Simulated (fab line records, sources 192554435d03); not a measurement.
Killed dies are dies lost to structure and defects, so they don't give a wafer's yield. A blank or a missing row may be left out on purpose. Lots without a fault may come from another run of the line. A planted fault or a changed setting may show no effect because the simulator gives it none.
Which tool did it? | flow n5_finfet | 24 lots, 72 wafers sampled, at 6 steps of a route of 1938

WHAT THE GAUGES READ, wafer by wafer
N5_BEOL_M7_CD_MEAS_35: target cd 40 nm. Usual: cd_nm 40.0 nm, standard deviation 0.77.
lot  | measured     | on        | cd_nm (nm)     | flag
L074 | day 12 07:14 | cd_sem-02 | 41.3 40.4 40.5 |
L077 | day 12 22:36 | cd_sem-03 | 39.4 40.8 39.8 |
L075 | day 13 09:05 | cd_sem-02 | 41.1 40.7 39.9 |
L076 | day 13 10:35 | cd_sem-02 | 40.3 40.2 40.8 |
L080 | day 13 16:05 | cd_sem-03 | 39.0 39.8 39.1 |
L078 | day 13 19:32 | cd_sem-02 | 41.8 40.8 41.1 |
L082 | day 14 00:54 | cd_sem-01 | 39.7 41.1 41.3 |
L079 | day 14 04:38 | cd_sem-02 | 41.0 38.8 40.2 |
L086 | day 14 13:41 | cd_sem-02 | 39.8 38.1 40.1 |
L081 | day 15 01:30 | cd_sem-02 | 40.3 40.6 39.0 |
L084 | day 15 03:43 | cd_sem-02 | 39.2 39.7 39.6 |
L083 | day 15 03:46 | cd_sem-03 | 40.4 40.0 39.7 |
L085 | day 15 18:09 | cd_sem-02 | 40.6 40.3 39.6 |
L090 | day 16 10:40 | cd_sem-02 | 39.5 38.9 40.4 |
L089 | day 16 21:41 | cd_sem-02 | 39.8 39.7 39.3 |
L088 | day 17 00:14 | cd_sem-03 | 39.8 40.7 39.6 |
L087 | day 17 00:41 | cd_sem-03 | 38.8 39.2 40.1 |
L091 | day 17 05:33 | cd_sem-03 | 41.1 40.8 41.0 |
L092 | day 17 05:57 | cd_sem-03 | 39.7 40.9 39.9 |
L094 | day 17 08:54 | cd_sem-02 | 40.1 38.8 39.2 |
L096 | day 17 11:39 | cd_sem-02 | 40.6 39.3 39.6 |
L093 | day 18 05:37 | cd_sem-03 | 40.2 39.2 40.2 |
L095 | day 18 06:02 | cd_sem-03 | 40.3 39.7 39.9 |
L097 | day 18 20:29 | cd_sem-02 | 39.2 39.4 39.4 |

N5_BEOL_M8_INSPECT_30: inspects for defects (brightfield). Usual: raw_defect_count 405, standard deviation 82.
lot  | measured     | on                | raw_defect_count | flag
L074 | day 12 14:58 | defect_inspect-01 | 350 532 352      |
L077 | day 13 06:04 | defect_inspect-01 | 432 376 438      |
L075 | day 13 15:24 | defect_inspect-01 | 316 388 449      |
L076 | day 13 19:04 | defect_inspect-01 | 535 404 424      |
L080 | day 14 00:25 | defect_inspect-02 | 438 370 439      |
L078 | day 14 04:06 | defect_inspect-01 | 299 237 334      |
L082 | day 14 09:28 | defect_inspect-02 | 368 566 467      |
L079 | day 14 13:02 | defect_inspect-02 | 396 600 475      |
L086 | day 15 00:57 | defect_inspect-01 | 342 336 426      |
L081 | day 15 09:56 | defect_inspect-02 | 447 350 339      |
L084 | day 15 17:17 | defect_inspect-02 | 432 434 382      |
L083 | day 15 19:26 | defect_inspect-02 | 526 490 432      |
L085 | day 16 12:55 | defect_inspect-02 | 385 292 342      |
L090 | day 16 20:18 | defect_inspect-01 | 323 465 534      |
L089 | day 17 07:49 | defect_inspect-02 | 326 445 410      |
L088 | day 17 07:44 | defect_inspect-02 | 404 300 367      |
L087 | day 17 10:44 | defect_inspect-01 | 327 335 446      |
L091 | day 17 15:58 | defect_inspect-02 | 403 335 425      |
L092 | day 17 16:16 | defect_inspect-01 | 287 272 394      |
L094 | day 17 19:01 | defect_inspect-01 | 392 346 319      |
L096 | day 17 19:25 | defect_inspect-02 | 316 263 332      |
L093 | day 18 16:41 | defect_inspect-01 | 323 337 411      |
L095 | day 18 17:02 | defect_inspect-02 | 523 471 436      |
L097 | day 19 03:05 | defect_inspect-01 | 314 383 360      |

WHICH TOOL RAN EACH LOT (tool, then ch and the chambers of the sampled wafers, then the start)
lot  | N5_BEOL_M7_CURE_75            | N5_BEOL_M7_DEP_56               | N5_BEOL_M8_ETCH_62                 | N5_BEOL_M8_HM_OPEN_17
L074 | uv_cure-02 ch 0, day 12 07:16 | pecvd-01 ch 0,1,2, day 12 10:19 | rie_diel-03 ch 1,2,3, day 12 13:07 | rie_metal-03 ch 0,1, day 12 13:18
L077 | uv_cure-01 ch 0, day 12 22:41 | pecvd-02 ch 1,2, day 13 02:10   | rie_diel-01 ch 0,1,3, day 13 05:14 | rie_metal-02 ch 0,1, day 13 05:26
L075 | uv_cure-01 ch 0, day 13 09:13 | pecvd-03 ch 1,2, day 13 11:53   | rie_diel-03 ch 0,2,3, day 13 13:26 | rie_metal-01 ch 0,1, day 13 13:38
L076 | uv_cure-01 ch 0, day 13 10:56 | pecvd-01 ch 0,2, day 13 13:07   | rie_diel-01 ch 2,3, day 13 16:20   | rie_metal-01 ch 0,1, day 13 16:31
L080 | uv_cure-03 ch 0, day 13 16:14 | pecvd-03 ch 0,1,2, day 13 18:38 | rie_diel-03 ch 2,3, day 13 20:47   | rie_metal-03 ch 0,1, day 13 20:58
L078 | uv_cure-03 ch 0, day 13 19:37 | pecvd-01 ch 1,2, day 13 21:51   | rie_diel-01 ch 2,3, day 14 01:43   | rie_metal-02 ch 0, day 14 01:54
L082 | uv_cure-01 ch 1, day 14 01:02 | pecvd-02 ch 0,1,2, day 14 03:11 | rie_diel-04 ch 0,1, day 14 05:56   | rie_metal-01 ch 0,1, day 14 06:09
L079 | uv_cure-01 ch 0, day 14 04:58 | pecvd-03 ch 0,1,2, day 14 07:08 | rie_diel-01 ch 0,2,3, day 14 09:20 | rie_metal-01 ch 0,1, day 14 09:34
L086 | uv_cure-01 ch 2, day 14 13:47 | pecvd-02 ch 0,1,2, day 14 17:27 | rie_diel-03 ch 1,3, day 14 23:58   | rie_metal-03 ch 0,1, day 15 00:08
L081 | uv_cure-03 ch 0, day 15 01:38 | pecvd-01 ch 0,1, day 15 03:56   | rie_diel-01 ch 2,3, day 15 08:28   | rie_metal-01 ch 0,1, day 15 08:44
L084 | uv_cure-03 ch 0, day 15 03:46 | pecvd-03 ch 0,2, day 15 05:58   | rie_diel-03 ch 0,1,2, day 15 16:23 | rie_metal-03 ch 0,1, day 15 16:34
L083 | uv_cure-03 ch 0, day 15 04:07 | pecvd-03 ch 0,1,2, day 15 06:11 | rie_diel-01 ch 1,2,3, day 15 18:24 | rie_metal-01 ch 0,1, day 15 18:35
L085 | uv_cure-02 ch 2, day 15 23:40 | pecvd-03 ch 0,1, day 16 02:08   | rie_diel-01 ch 1,2,3, day 16 09:21 | rie_metal-01 ch 0,1, day 16 09:32
L090 | uv_cure-02 ch 1, day 16 10:47 | pecvd-01 ch 1,2, day 16 14:36   | rie_diel-01 ch 0,3, day 16 18:10   | rie_metal-01 ch 0,1, day 16 18:23
L089 | uv_cure-03 ch 1, day 16 21:48 | pecvd-03 ch 1,2, day 17 01:07   | rie_diel-04 ch 1,2,3, day 17 05:22 | rie_metal-02 ch 0,1, day 17 05:33
L088 | uv_cure-02 ch 1, day 17 00:38 | pecvd-01 ch 0,1,2, day 17 02:43 | rie_diel-04 ch 0,2,3, day 17 05:38 | rie_metal-02 ch 0,1, day 17 05:49
L087 | uv_cure-02 ch 1, day 17 01:11 | pecvd-02 ch 0,2, day 17 05:11   | rie_diel-01 ch 0,1, day 17 08:48   | rie_metal-01 ch 0,1, day 17 08:59
L091 | uv_cure-03 ch 2, day 17 06:04 | pecvd-01 ch 0,2, day 17 09:36   | rie_diel-01 ch 1,2, day 17 12:11   | rie_metal-01 ch 0,1, day 17 12:24
L092 | uv_cure-03 ch 1, day 17 06:19 | pecvd-01 ch 1,2, day 17 09:41   | rie_diel-01 ch 2,3, day 17 12:26   | rie_metal-01 ch 0,1, day 17 12:37
L094 | uv_cure-02 ch 1, day 17 09:03 | pecvd-01 ch 0,1, day 17 12:38   | rie_diel-03 ch 0,1,3, day 17 17:01 | rie_metal-01 ch 0,1, day 17 17:12
L096 | uv_cure-02 ch 0, day 17 11:47 | pecvd-02 ch 0, day 17 14:17     | rie_diel-03 ch 0,3, day 17 17:21   | rie_metal-01 ch 0,1, day 17 17:32
L093 | uv_cure-03 ch 2, day 18 05:56 | pecvd-01 ch 0,2, day 18 10:12   | rie_diel-04 ch 0,2, day 18 15:50   | rie_metal-01 ch 0,1, day 18 16:02
L095 | uv_cure-03 ch 1, day 18 06:11 | pecvd-03 ch 0,2, day 18 11:07   | rie_diel-01 ch 2,3, day 18 16:13   | rie_metal-02 ch 0,1, day 18 16:23
L097 | uv_cure-02 ch 0, day 18 20:40 | pecvd-02 ch 0,2, day 18 23:05   | rie_diel-04 ch 0,1,3, day 19 02:05 | rie_metal-03 ch 0,1, day 19 02:19
- N5_BEOL_M7_CURE_75: cures SiCOH lowk, time 120 s.
- N5_BEOL_M7_DEP_56: deposits SiCN from 3MS/NH3, target thk 10 nm, time 17.5 s.
- N5_BEOL_M8_ETCH_62: etches SOC in N2/H2, target depth 110 nm, overetch 22 nm, time 165 s.
- N5_BEOL_M8_HM_OPEN_17: chemistry Cl2/BCl3, target TiN, target depth 20 nm, overetch 6 nm.

WHAT THE TOOLS THEMSELVES READ (means of the sampled wafers that have a number; where no wafer has one, the mark that the record gives instead)
N5_BEOL_M7_CURE_75. Usual: lamp_power_pct 52.31 %, standard deviation 0.057; wafer_temp_C_max 371.5, standard deviation 0.42.
lot  | tool       | lamp_power_pct (%) | wafer_temp_C_max | flag
L074 | uv_cure-02 | 52.31              | 372.2            |
L077 | uv_cure-01 | 52.27              | 371.5            |
L075 | uv_cure-01 | 52.28              | 371.6            |
L076 | uv_cure-01 | 52.31              | 371.4            |
L080 | uv_cure-03 | 52.35              | 371.1            |
L078 | uv_cure-03 | 52.35              | 371.1            |
L082 | uv_cure-01 | 52.33              | 371.4            |
L079 | uv_cure-01 | 52.35              | 371.7            |
L086 | uv_cure-01 | 52.35              | 371.3            |
L081 | uv_cure-03 | 52.35              | 371.0            |
L084 | uv_cure-03 | 52.28              | 371.2            |
L083 | uv_cure-03 | 52.30              | 370.7            |
L085 | uv_cure-02 | 52.31              | 371.4            |
L090 | uv_cure-02 | 52.34              | 371.6            |
L089 | uv_cure-03 | 52.31              | 371.4            |
L088 | uv_cure-02 | 52.34              | 371.6            |
L087 | uv_cure-02 | 52.39              | 371.8            |
L091 | uv_cure-03 | 52.30              | 371.7            |
L092 | uv_cure-03 | 52.31              | 371.3            |
L094 | uv_cure-02 | 52.32              | 371.6            |
L096 | uv_cure-02 | 52.34              | 371.8            |
L093 | uv_cure-03 | 52.28              | 371.4            |
L095 | uv_cure-03 | 52.25              | 371.2            |
L097 | uv_cure-02 | 52.35              | 372.2            |

N5_BEOL_M7_DEP_56. Usual: chamber_pressure_Torr 3.002 Torr, standard deviation 0.0068; rf_fwd_power_W 199.2 W, standard deviation 0.88; showerhead_plenum_p_Torr 3.662 Torr, standard deviation 0.012; throttle_valve_pct 9.0 %, standard deviation 0.5.
lot  | tool     | chamber_pressure_Torr (Torr) | rf_fwd_power_W (W) | showerhead_plenum_p_Torr (Torr) | throttle_valve_pct (%) | flag
L074 | pecvd-01 | 3.001                        | 198.3              | 3.667                           | 8.8                    |
L077 | pecvd-02 | 3.000                        | 200.1              | 3.666                           | 9.0                    |
L075 | pecvd-03 | 3.001                        | 198.5              | 3.650                           | 8.8                    |
L076 | pecvd-01 | 3.000                        | 199.2              | 3.660                           | 9.0                    |
L080 | pecvd-03 | 3.008                        | 198.4              | 3.662                           | 9.3                    |
L078 | pecvd-01 | 3.003                        | 199.0              | 3.673                           | 8.5                    |
L082 | pecvd-02 | 3.000                        | 199.8              | 3.661                           | 8.8                    |
L079 | pecvd-03 | 2.999                        | 199.3              | 3.665                           | 9.3                    |
L086 | pecvd-02 | 2.997                        | 200.0              | 3.664                           | 8.9                    |
L081 | pecvd-01 | 2.995                        | 199.8              | 3.672                           | 8.9                    |
L084 | pecvd-03 | 3.001                        | 198.0              | 3.657                           | 9.0                    |
L083 | pecvd-03 | 2.999                        | 198.7              | 3.662                           | 9.2                    |
L085 | pecvd-03 | 2.999                        | 198.9              | 3.673                           | 9.5                    |
L090 | pecvd-01 | 3.000                        | 199.5              | 3.671                           | 8.6                    |
L089 | pecvd-03 | 3.005                        | 198.4              | 3.657                           | 8.9                    |
L088 | pecvd-01 | 2.999                        | 198.9              | 3.668                           | 9.0                    |
L087 | pecvd-02 | 3.004                        | 201.0              | 3.652                           | 8.6                    |
L091 | pecvd-01 | 3.011                        | 199.1              | 3.652                           | 9.4                    |
L092 | pecvd-01 | 3.001                        | 198.7              | 3.668                           | 8.6                    |
L094 | pecvd-01 | 2.998                        | 199.1              | 3.657                           | 9.3                    |
L096 | pecvd-02 | 3.001                        | 200.7              | 3.657                           | 8.7                    |
L093 | pecvd-01 | 3.008                        | 199.1              | 3.653                           | 9.0                    |
L095 | pecvd-03 | 3.002                        | 198.6              | 3.661                           | 9.0                    |
L097 | pecvd-02 | 3.011                        | 200.2              | 3.665                           | 8.5                    |

N5_BEOL_M8_ETCH_62. Usual: drypump_motor_current_A 5.71 A, standard deviation 0.18; oes_product_au 0.66 a.u., standard deviation 0.055; rf_fwd_power_W 837.9 W, standard deviation 2.9; rf_vpp_V 523.0 V, standard deviation 2.3; showerhead_plenum_p_Torr 2.51 Torr, standard deviation 0.081; throttle_valve_pct 17.88 %, standard deviation 0.3.
lot  | tool        | drypump_motor_current_A (A) | oes_product_au (a.u.) | rf_fwd_power_W (W) | rf_vpp_V (V) | showerhead_plenum_p_Torr (Torr) | throttle_valve_pct (%) | flag
L074 | rie_diel-03 | 5.80                        | 0.64                  | 834.8              | 522.6        | 2.49                            | 17.84                  |
L077 | rie_diel-01 | 5.73                        | 0.70                  | 837.4              | 522.9        | 2.53                            | 17.76                  |
L075 | rie_diel-03 | 5.73                        | 0.61                  | 836.3              | 523.9        | 2.50                            | 17.79                  |
L076 | rie_diel-01 | 5.72                        | 0.66                  | 837.9              | 522.5        | 2.52                            | 18.10                  |
L080 | rie_diel-03 | 5.76                        | 0.64                  | 835.6              | 521.5        | 2.48                            | 17.72                  |
L078 | rie_diel-01 | 5.70                        | 0.66                  | 841.7              | 523.0        | 2.52                            | 18.11                  |
L082 | rie_diel-04 | 5.92                        | 0.73                  | 840.1              | 522.6        | 2.48                            | 17.73                  |
L079 | rie_diel-01 | 5.74                        | 0.68                  | 838.3              | 522.7        | 2.49                            | 17.93                  |
L086 | rie_diel-03 | 5.74                        | 0.63                  | 836.9              | 521.9        | 2.41                            | 17.91                  |
L081 | rie_diel-01 | 5.72                        | 0.65                  | 837.5              | 524.2        | 2.51                            | 18.12                  |
L084 | rie_diel-03 | 5.76                        | 0.67                  | 836.4              | 523.2        | 2.50                            | 17.77                  |
L083 | rie_diel-01 | 5.69                        | 0.66                  | 840.5              | 525.4        | 2.55                            | 17.98                  |
L085 | rie_diel-01 | 5.70                        | 0.67                  | 837.2              | 524.0        | 2.55                            | 18.00                  |
L090 | rie_diel-01 | 5.81                        | 0.69                  | 836.1              | 521.9        | 2.47                            | 17.65                  |
L089 | rie_diel-04 | 5.53                        | 0.68                  | 838.7              | 523.7        | 2.57                            | 17.97                  |
L088 | rie_diel-04 | 5.50                        | 0.68                  | 837.9              | 524.5        | 2.56                            | 17.99                  |
L087 | rie_diel-01 | 5.69                        | 0.65                  | 836.5              | 523.6        | 2.51                            | 17.92                  |
L091 | rie_diel-01 | 5.62                        | 0.62                  | 834.1              | 524.2        | 2.56                            | 18.31                  |
L092 | rie_diel-01 | 5.80                        | 0.68                  | 839.2              | 521.8        | 2.49                            | 17.85                  |
L094 | rie_diel-03 | 5.67                        | 0.66                  | 837.0              | 520.9        | 2.42                            | 17.71                  |
L096 | rie_diel-03 | 5.60                        | 0.67                  | 839.2              | 521.1        | 2.42                            | 17.59                  |
L093 | rie_diel-04 | 5.57                        | 0.71                  | 839.0              | 524.0        | 2.55                            | 17.81                  |
L095 | rie_diel-01 | 5.71                        | 0.63                  | 838.6              | 522.8        | 2.50                            | 18.18                  |
L097 | rie_diel-04 | 5.65                        | 0.66                  | 838.7              | 523.1        | 2.51                            | 17.99                  |

N5_BEOL_M8_HM_OPEN_17. Usual: drypump_motor_current_A 6.2 A, standard deviation 0.41; mfc_cl2_sccm 53.26 sccm, standard deviation 0.16; oes_product_au 0.73 a.u., standard deviation 0.051; rf_fwd_power_W 993 W, standard deviation 3.9; throttle_valve_pct 22.07 %, standard deviation 0.23.
lot  | tool         | drypump_motor_current_A (A) | mfc_cl2_sccm (sccm) | oes_product_au (a.u.) | rf_fwd_power_W (W) | throttle_valve_pct (%) | flag
L074 | rie_metal-03 | 6.0                         | 53.26               | 0.69                  | 989                | 21.89                  |
L077 | rie_metal-02 | 6.3                         | 53.22               | 0.76                  | 990                | 21.88                  |
L075 | rie_metal-01 | 6.5                         | 53.36               | 0.79                  | 993                | 22.26                  |
L076 | rie_metal-01 | 6.2                         | 53.30               | 0.76                  | 998                | 22.13                  |
L080 | rie_metal-03 | 6.0                         | 53.25               | 0.68                  | 994                | 21.90                  |
L078 | rie_metal-02 | 6.6                         | 53.05               | 0.75                  | 990                | 21.83                  |
L082 | rie_metal-01 | 6.5                         | 53.21               | 0.79                  | 993                | 22.25                  |
L079 | rie_metal-01 | 6.5                         | 53.24               | 0.79                  | 994                | 22.24                  |
L086 | rie_metal-03 | 5.8                         | 53.13               | 0.63                  | 991                | 21.79                  |
L081 | rie_metal-01 | 6.5                         | 53.20               | 0.76                  | 991                | 22.27                  |
L084 | rie_metal-03 | 5.8                         | 53.29               | 0.64                  | 996                | 21.77                  |
L083 | rie_metal-01 | 6.5                         | 53.12               | 0.77                  | 990                | 22.26                  |
L085 | rie_metal-01 | 6.5                         | 53.36               | 0.76                  | 994                | 22.26                  |
L090 | rie_metal-01 | 6.5                         | 53.32               | 0.75                  | 997                | 22.27                  |
L089 | rie_metal-02 | 6.0                         | 53.19               | 0.72                  | 990                | 21.95                  |
L088 | rie_metal-02 | 6.3                         | 53.30               | 0.73                  | 989                | 21.90                  |
L087 | rie_metal-01 | 6.5                         | 53.29               | 0.74                  | 998                | 22.29                  |
L091 | rie_metal-01 | 6.5                         | 53.46               | 0.74                  | 993                | 22.27                  |
L092 | rie_metal-01 | 6.2                         | 53.27               | 0.73                  | 995                | 22.14                  |
L094 | rie_metal-01 | 6.5                         | 53.28               | 0.74                  | 994                | 22.26                  |
L096 | rie_metal-01 | 6.2                         | 53.33               | 0.73                  | 998                | 22.16                  |
L093 | rie_metal-01 | 6.2                         | 53.45               | 0.72                  | 997                | 22.17                  |
L095 | rie_metal-02 | 6.0                         | 53.23               | 0.72                  | 994                | 21.94                  |
L097 | rie_metal-03 | 6.0                         | 53.06               | 0.73                  | 989                | 21.91                  |

THE ANSWER, worked out from the rows above alone
Rule: a lot is off if the mean of its wafers that have a number lies more than 3 standard deviations from the usual mean. A lot without any number at a reading at which 4 lots or more have one is off too. The other lots that the step has rows for count as sound. The gauges are gone through in route order, then the tools' own readings, and for those a lot's mean is taken as printed above. The first step at which some lot is off is used, and at that step the reading that is off furthest; a lot without a number counts as furthest.
No lot is off at any reading shown: from this, nothing can be told.

WHAT THE SIMULATOR HAD PUT IN
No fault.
